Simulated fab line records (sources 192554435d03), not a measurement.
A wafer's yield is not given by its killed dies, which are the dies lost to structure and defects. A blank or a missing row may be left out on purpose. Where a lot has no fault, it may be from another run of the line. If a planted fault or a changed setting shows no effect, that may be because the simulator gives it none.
fab line records	flow n5Finfet
record: lots: 6	wafers: 18	lastDay: 17
route steps=1938 shown BEOL_M4@1075 PASSIVATION@1936
lots with no fault: from the same line, run without faults
startH: hours from the record's opening day to when the first of the lot's shown wafers began	waitH: hours elapsed since this lot's preceding step	" unchanged from the row above	L1.1+2: a row that stands for several wafers	- no value, or no start was given	* or withheld: withheld	< > ~ a bound
route shown NAME@n: names a module that has steps shown in the file, with the first one's number in the route	usual: the fault-free wafers' mean and standard deviation	same: alike in all rows	chamber/n: place in a boat	sites: the reading at each site	_std_site: how widely they spread, as a standard deviation	_edge_site: the outer-site mean with the inner-site mean subtracted	radiusMm: how far each site lies from the wafer's centre	mask NAME#n: copy n	behind: the last tool/chamber to shape the wafer	hold: what put the lot on hold/how long, in hours/how the hold closed	device: the transistor (n, p or np) that didn't switch	end of line: the route-end tests of the same wafers	where a step has no rows: the recipe by itself	killed: count of dies lost to structure and defects at first sort (not the wafer's yield)	map: a wafer's dies, marking killed ones x, the rest . and places with no die _
set.NAME: the run value of the setting; set.NAME@STEP: its run value at that earlier step	model.NAME: the simulator's own value behind a step, which no gauge read
lots seen at some steps along the route; tables by step, rows by wafer
services: the hour from which a tool's chamber was out of use, counted from the record's first day as startH (under 0 if before that day), plus the number of hours and why
== steps ==
step: N5_BEOL_M4_SRD_40
recipe: timeS: 30	tempC: 23	rinseLiquid: diw	dry: ipaMarangoni
step: N5_BEOL_M4_PRECLEAN_42
recipe: chemistry: residueRemover	timeS: 60	tempC: 40
step: N5_BEOL_M4_SRD_43
recipe: timeS: 30	tempC: 23	rinseLiquid: diw	dry: ipaMarangoni
step: N5_BEOL_M4_CD_MEAS_35
recipe: targetCdNm: 18	targetCdYNm: 22.4	polarity: opening
usual: cdNm: 17.93/0.29
lot.wafer	tool	chamber	startH	waitH	cdNm
L770.1	cdSem-01	-	221.17	0.0	18.53
L770.3	"	-	"	"	17.74
L770.6	"	-	"	"	17.80
L773.2	cdSem-02	-	226.93	0.0	17.78
L773.4	"	-	"	"	18.36
L773.6	"	-	"	"	17.66
L771.1	cdSem-03	-	229.58	0.0	18.03
L771.2	"	-	"	"	17.64
L771.6	"	-	"	"	17.93
L777.1	cdSem-03	-	250.10	0.0	18.18
L777.2	"	-	"	"	17.70
L777.6	"	-	"	"	17.34
L776.1	cdSem-02	-	250.11	0.0	17.30
L776.5	"	-	"	"	17.41
L776.6	"	-	"	"	18.04
L783.1	cdSem-01	-	281.95	0.0	17.60
L783.4	"	-	"	"	18.52
L783.6	"	-	"	"	18.16
step: N5_BEOL_M4_DEGAS_44
recipe: ambient: vacuum	tempC: 250	timeS: 60
step: N5_BEOL_M4_PRE_CLEAN_45
recipe: gas: H2/He	timeS: 30	tempC: 250
step: N5_BEOL_M4_ALD_84
recipe: material: TaN	targetThkA: *	tempC: 275	aldPrecursorFamily: PDMAT	aldCoReactant: NH3	pressureTorr: 3	carrierFlowSccm: 1500	pulseTimeS: 2	purgeTimeS: 3	coReactantPurgeTimeS: 2	coReactantPulseTimeS: 3	aldCycles: 30	precursorVesselTempC: 75	precursorVesselPressureTorr: 26.25	precursorVesselCarrierSccm: 1000
usual: heaterPowerW: 431/38
lot.wafer	tool	chamber	startH	waitH	heaterPowerW
L770.1	aldMetal-02	0	221.72	0.1	461
L770.3	"	2	"	"	375
L770.6	"	1	"	"	456
L773.2	aldMetal-04	1	227.07	0.0	494
L773.4	"	0	"	"	452
L773.6	"	1	"	"	484
L771.1	aldMetal-02	3	230.05	0.0	418
L771.2	"	0	"	"	470
L771.6	"	3	"	"	413
L777.1	aldMetal-02	0	250.43	0.1	468
L777.2	"	2	"	"	370
L777.6	"	2	"	"	394
L776.1	aldMetal-01	1	250.46	0.0	459
L776.5	"	1	"	"	459
L776.6	"	0	"	"	460
L783.1	aldMetal-04	1	282.74	0.0	477
L783.4	"	2	"	"	361
L783.6	"	2	"	"	354
step: N5_BEOL_M4_SURFACE_TREAT_85
recipe: gas: Ar	timeS: *	ionEnergyEv: *	ionCurrentMaCm2: 0.5	pressureMtorr: *	arFlowSccm: 30
usual: throttleValvePct: *
lot.wafer	tool	chamber	startH	waitH	throttleValvePct
L770.1	pvdSputter-01	-	222.06	0.2	*
L770.3	"	-	"	"	*
L770.6	"	-	"	"	*
L773.2	pvdSputter-02	-	227.29	0.1	*
L773.4	"	-	"	"	*
L773.6	"	-	"	"	*
L771.1	pvdSputter-03	-	230.31	0.2	*
L771.2	"	-	"	"	*
L771.6	"	-	"	"	*
L777.1	pvdSputter-03	-	250.65	0.1	*
L777.2	"	-	"	"	*
L777.6	"	-	"	"	*
L776.1	pvdSputter-01	-	250.69	0.1	*
L776.5	"	-	"	"	*
L776.6	"	-	"	"	*
L783.1	pvdSputter-01	-	283.07	0.2	*
L783.4	"	-	"	"	*
L783.6	"	-	"	"	*
step: N5_BEOL_M4_CVD_47
recipe: material: Co	targetThkA: 30	tempC: withheld	precursor: CCTBA/H2	pressureTorr: 30	timeS: 223.8
step: N5_BEOL_M4_SPUTTER_48
recipe: material: Cu	targetThkA: 45	tempC: -20	chamberPressurePa: 0.07	powerW: withheld	timeS: 8.29
usual: throttleValvePct: 29.6/0.98
lot.wafer	tool	chamber	startH	waitH	throttleValvePct
L770.1	pvdSputter-02	-	222.38	0.2	29.9
L770.3	"	-	"	"	29.0
L770.6	"	-	"	"	28.9
L773.2	pvdSputter-02	-	227.65	0.2	28.4
L773.4	"	-	"	"	30.2
L773.6	"	-	"	"	28.4
L771.1	pvdSputter-03	-	230.55	0.1	29.9
L771.2	"	-	"	"	31.1
L771.6	"	-	"	"	29.1
L777.1	pvdSputter-03	-	250.88	0.1	31.2
L777.2	"	-	"	"	29.3
L777.6	"	-	"	"	29.5
L776.1	pvdSputter-01	-	250.95	0.1	30.6
L776.5	"	-	"	"	30.8
L776.6	"	-	"	"	30.0
L783.1	pvdSputter-02	-	283.31	0.1	29.2
L783.4	"	-	"	"	28.3
L783.6	"	-	"	"	28.2
step: N5_BEOL_M4_ANNEAL_49
recipe: tempC: 400	timeS: 240	ambient: vacuum
usual: heaterPowerW: 821/60	susceptorTempC: 400.02/0.23
lot.wafer	tool	chamber	startH	waitH	heaterPowerW	susceptorTempC
L770.1	pvdSputter-02	-	222.46	0.0	858	400.11
L770.3	"	-	"	"	810	399.87
L770.6	"	-	"	"	820	400.03
L773.2	pvdSputter-02	-	227.73	0.0	845	399.82
L773.4	"	-	"	"	867	399.92
L773.6	"	-	"	"	861	400.00
L771.1	pvdSputter-03	-	230.63	0.0	719	400.09
L771.2	"	-	"	"	876	400.25
L771.6	"	-	"	"	802	400.23
L777.1	pvdSputter-03	-	250.96	0.0	856	399.78
L777.2	"	-	"	"	786	399.88
L777.6	"	-	"	"	721	400.05
L776.1	pvdSputter-01	-	251.03	0.0	767	399.72
L776.5	"	-	"	"	811	400.09
L776.6	"	-	"	"	659	400.04
L783.1	pvdSputter-02	-	283.39	0.0	823	400.33
L783.4	"	-	"	"	886	399.93
L783.6	"	-	"	"	854	399.92
step: N5_BEOL_M4_SPUTTER_79
recipe: material: Cu	targetThkA: 45	tempC: -20	chamberPressurePa: 0.07	powerW: withheld	timeS: 8.29
usual: throttleValvePct: 29.6/0.98
lot.wafer	tool	chamber	startH	waitH	throttleValvePct
L770.1	pvdSputter-02	-	222.60	0.1	30.1
L770.3	"	-	"	"	28.8
L770.6	"	-	"	"	29.2
L773.2	pvdSputter-02	-	227.87	0.1	28.4
L773.4	"	-	"	"	30.3
L773.6	"	-	"	"	28.2
L771.1	pvdSputter-03	-	230.77	0.1	29.6
L771.2	"	-	"	"	31.2
L771.6	"	-	"	"	29.1
L777.1	pvdSputter-03	-	251.10	0.1	31.3
L777.2	"	-	"	"	29.0
L777.6	"	-	"	"	29.8
L776.1	pvdSputter-01	-	251.17	0.1	31.0
L776.5	"	-	"	"	30.7
L776.6	"	-	"	"	30.0
L783.1	pvdSputter-02	-	283.53	0.1	28.9
L783.4	"	-	"	"	28.3
L783.6	"	-	"	"	28.1
step: N5_BEOL_M4_ANNEAL_80
recipe: tempC: 400	timeS: 240	ambient: vacuum
usual: heaterPowerW: 819/61	susceptorTempC: 400.03/0.24
lot.wafer	tool	chamber	startH	waitH	heaterPowerW	susceptorTempC
L770.1	pvdSputter-02	-	222.68	0.0	-	-
L770.3	"	-	"	"	-	-
L770.6	"	-	"	"	-	-
L773.2	pvdSputter-02	-	227.95	0.0	-	-
L773.4	"	-	"	"	-	-
L773.6	"	-	"	"	-	-
L771.1	pvdSputter-03	-	230.85	0.0	707	400.11
L771.2	"	-	"	"	878	399.98
L771.6	"	-	"	"	773	399.87
L777.1	pvdSputter-03	-	251.18	0.0	866	399.88
L777.2	"	-	"	"	797	400.13
L777.6	"	-	"	"	709	399.86
L776.1	pvdSputter-01	-	251.25	0.0	794	400.14
L776.5	"	-	"	"	781	400.06
L776.6	"	-	"	"	651	400.08
L783.1	pvdSputter-02	-	283.61	0.0	812	399.87
L783.4	"	-	"	"	883	400.11
L783.6	"	-	"	"	859	400.01
step: N5_BEOL_M4_SPUTTER_81
recipe: material: Cu	targetThkA: 45	tempC: -20	chamberPressurePa: 0.07	powerW: withheld	timeS: 8.29
step: N5_BEOL_M4_RC_MEAS_101
usual: DIBL_N: 36.3/1.2	DIBL_P: 36.7/1.5	IOFF_N: 0.164/0.02	IOFF_P: 0.214/0.024	ION_N: 673/8.5	ION_P: 461/5.9	SS_N: 71.6/0.44	SS_P: 73.3/0.55	VT_N: 249.4/2.4	VT_P: -250.0/2.3
lot.wafer	tool	chamber	startH	waitH	DIBL_N[mV/V]	DIBL_P[mV/V]	IOFF_N[nA/um]	IOFF_P[nA/um]	ION_N[uA/um]	ION_P[uA/um]	SS_N[mV/dec]	SS_P[mV/dec]	VT_N[mV]	VT_P[mV]
L770.1	prober-02	0	225.24	0.0	36.0	37.4	0.166	0.229	679	463	72.2	74.2	249.7	-249.9
L770.3	"	0	"	"	35.3	35.4	0.146	0.194	658	452	71.1	73.0	253.7	-250.4
L770.6	"	0	"	"	35.4	36.6	0.150	0.206	672	463	71.9	73.8	250.6	-251.1
L773.2	prober-01	0	230.68	0.2	35.4	35.1	0.156	0.194	667	460	71.5	73.0	250.2	-248.9
L773.4	"	0	"	"	37.1	37.1	0.197	0.226	686	462	72.0	73.9	243.9	-252.1
L773.6	"	0	"	"	36.7	36.9	0.187	0.221	678	467	71.8	73.5	245.8	-250.5
L771.1	prober-01	0	233.70	0.0	35.2	36.6	0.156	0.211	676	465	70.9	72.7	247.4	-249.8
L771.2	"	0	"	"	35.7	36.8	0.159	0.204	677	457	71.3	73.1	248.4	-252.8
L771.6	"	0	"	"	35.8	37.0	0.169	0.213	676	459	71.2	72.8	249.8	-250.5
L777.1	prober-01	0	253.74	0.0	37.5	37.5	0.181	0.254	683	468	71.5	74.0	249.3	-248.8
L777.2	"	0	"	"	36.3	35.7	0.156	0.210	676	464	71.6	72.7	251.2	-250.6
L777.6	"	0	"	"	35.3	34.9	0.148	0.198	665	457	71.4	72.8	251.6	-251.7
L776.1	prober-02	0	254.03	0.0	37.5	38.8	0.176	0.203	665	453	72.3	73.5	247.6	-253.1
L776.5	"	0	"	"	36.9	37.6	0.158	0.184	666	452	71.1	72.7	251.2	-250.3
L776.6	"	0	"	"	38.7	39.2	0.201	0.215	663	450	72.1	73.4	249.5	-252.6
L783.1	prober-02	0	286.17	0.0	37.4	36.7	0.173	0.218	677	464	71.2	72.6	249.8	-250.0
L783.4	"	0	"	"	36.9	35.8	0.159	0.203	656	453	71.7	73.3	250.4	-253.3
L783.6	"	0	"	"	36.5	35.9	0.157	0.211	668	459	71.1	73.2	249.5	-249.3
step: N5_PASSIVATION_PROBE_49
usual: defectLimitedYield: 91.2/1.5	killed_at_M0_to_M3: 35/11	killed_at_M4_up: 13/5.6	killedAtContacts: 13/6.3	killedAtFrontEnd: 38/12	killedAtOther: 3.7/2.9	killedDies: 104/18	killedOpen: 69/13	killedShort: 34/8.3	sort_bin_5_function: 5.2/0.95	sort_bin_6_memory: 3.3/0.68	sortNPass: 1076/18	sortYieldPct: 91.2/1.5
same: grossDies: 1180	killedAtBackSide: 0	sort_bin_4_leakage[%]: 0	sort_bin_8_speed[%]: 0
lot.wafer	tool	chamber	startH	waitH	defectLimitedYield[%]	killed_at_M0_to_M3	killed_at_M4_up	killedAtContacts	killedAtFrontEnd	killedAtOther	killedDies	killedOpen	killedShort	sort_bin_5_function[%]	sort_bin_6_memory[%]	sortNPass	sortYieldPct[%]
L783.1	prober-02	-	397.93	0.6	89.7	35	9	29	48	1	122	82	38	5.7	4.3	1058	89.7
L783.4	prober-02	-	398.08	0.7	89.5	28	16	28	48	4	124	83	41	5.6	4.7	1056	89.5
L783.6	prober-02	-	398.18	0.8	88.1	49	6	21	64	0	140	93	46	6.8	4.5	1040	88.1
killed by level:class
L783.1 MOL_CONTACT_COAG:geometricParticle:open=22 STI_FIN_REVEAL:geometricParticle:open=15 BEOL_M0_SAQP:geometricParticle:open=14 FIN_SAQP:geometricParticle:open=7 MOL_CONTACT_COAG:geometricParticle:short=7 BEOL_M0_SAQP:geometricParticle:short=7 FIN_SAQP:geometricParticle:short=5 GATE_CUT:geometricParticle:short=4
L783.4 MOL_CONTACT_COAG:geometricParticle:open=23 FIN_SAQP:geometricParticle:open=14 BEOL_M4:geometricParticle:open=12 BEOL_M0_SAQP:geometricParticle:open=10 FIN_SAQP:geometricParticle:short=8 BEOL_M0_SAQP:geometricParticle:short=8 STI_FIN_REVEAL:geometricParticle:open=7 MOL_CONTACT_COAG:geometricParticle:short=5
L783.6 STI_FIN_REVEAL:geometricParticle:open=21 FIN_SAQP:geometricParticle:short=17 MOL_CONTACT_COAG:geometricParticle:open=16 FIN_SAQP:geometricParticle:open=13 BEOL_M0_SAQP:geometricParticle:short=10 BEOL_M1:geometricParticle:open=10 BEOL_M3:geometricParticle:open=9 BEOL_M0_SAQP:geometricParticle:open=8
== services ==
tool	chamber	startH	hours	kind
aldMetal-04	-	250.00	0.4	repair
aldMetal-02	-	258.73	0.5	repair
aldMetal-01	3	266.96	2.9	repair
aldMetal-02	2	270.46	27.3	repair
== key ==
firstSign: step: N5_BEOL_M4_ANNEAL_80	reading: toolRecord	direction: missing
effect none on later readings
metAt N5_BEOL_M4_ANNEAL_80
struckWafers L770.1,L770.3,L770.6,L773.2,L773.4,L773.6
fault: kind: skippedStepWhole	tool: pvdSputter-02	chamber: -	onsetH: 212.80	steps: N5_BEOL_M4_ANNEAL_80	scope: struckLotsOnly
